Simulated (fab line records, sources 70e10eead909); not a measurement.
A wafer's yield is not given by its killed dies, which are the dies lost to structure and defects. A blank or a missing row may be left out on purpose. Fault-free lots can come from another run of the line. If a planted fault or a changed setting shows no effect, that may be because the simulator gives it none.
The same fault as seen by 2 desks | flow nandHarc | numbers are kept per desk, each desk with only its own; the story behind them comes last

== FROM THE METROLOGY DESK ==
Lot by lot, what the gauges showed, no matter which tool ran the lot: averages of those sampled wafers that carry a number. The brackets show how far a lot's mean lies from the usual mean; more than 4 standard deviations puts the lot out of limits, marked OUT.
Columns: A = cdNm at NHARC_A_CHANNEL_HOLE_D1_CD_MEAS_10, usual 100.1 nm
lot  | first seen here | A
L806 | day 9 03:44     | 100.3
L807 | day 9 05:40     | 100.1
L808 | day 9 18:22     | 100.3
L811 | day 10 23:54    | 99.5
L818 | day 14 00:14    | 100.4
L819 | day 14 12:10    | 100.9
L820 | day 14 13:05    | 100.2
L821 | day 15 09:55    | 100.5
L824 | day 16 12:17    | 100.6
L825 | day 16 19:50    | 99.7
L826 | day 17 03:24    | 99.5
L827 | day 17 14:48    | 99.5
L828 | day 18 01:36    | 100.3
This desk's verdict: no lot among the 13 shows anything out of limits.

== TOOL OWNER'S DESK, aldHk-04 ==
The tool's own readings at NHARC_A_CHANNEL_FILL_D1_ALD_14 (deposits SiO2, target thk 2.5 nm, pulse time 10 s, ald cycles 25): means of the sampled wafers that have a number, for each lot that ran on this tool. The brackets show how far a lot's mean lies from the usual mean; more than 4 standard deviations puts the lot out of limits, marked OUT.
Columns: A = heaterPowerW at NHARC_A_CHANNEL_FILL_D1_ALD_14, usual 469 W; B = precursorPulseHeightRel at NHARC_A_CHANNEL_FILL_D1_ALD_14, usual 1.001
lot  | first seen here | A   | B
L807 | day 10 00:31    | 474 | 0.982
L806 | day 10 00:40    | 484 | 0.992
L808 | day 10 09:53    | 463 | 1.015
L811 | day 11 16:11    | 462 | 1.011
L821 | day 16 01:01    | 446 | 0.984
L824 | day 17 02:58    | 487 | 1.013
This desk's verdict: no lot among the 6 shows anything out of limits.

== PUT TOGETHER ==
Metrology desk: nothing out of limits seen.
The desk of the tool owner found nothing out of limits.

== WHAT HAD BEEN PUT IN BY THE SIMULATOR ==
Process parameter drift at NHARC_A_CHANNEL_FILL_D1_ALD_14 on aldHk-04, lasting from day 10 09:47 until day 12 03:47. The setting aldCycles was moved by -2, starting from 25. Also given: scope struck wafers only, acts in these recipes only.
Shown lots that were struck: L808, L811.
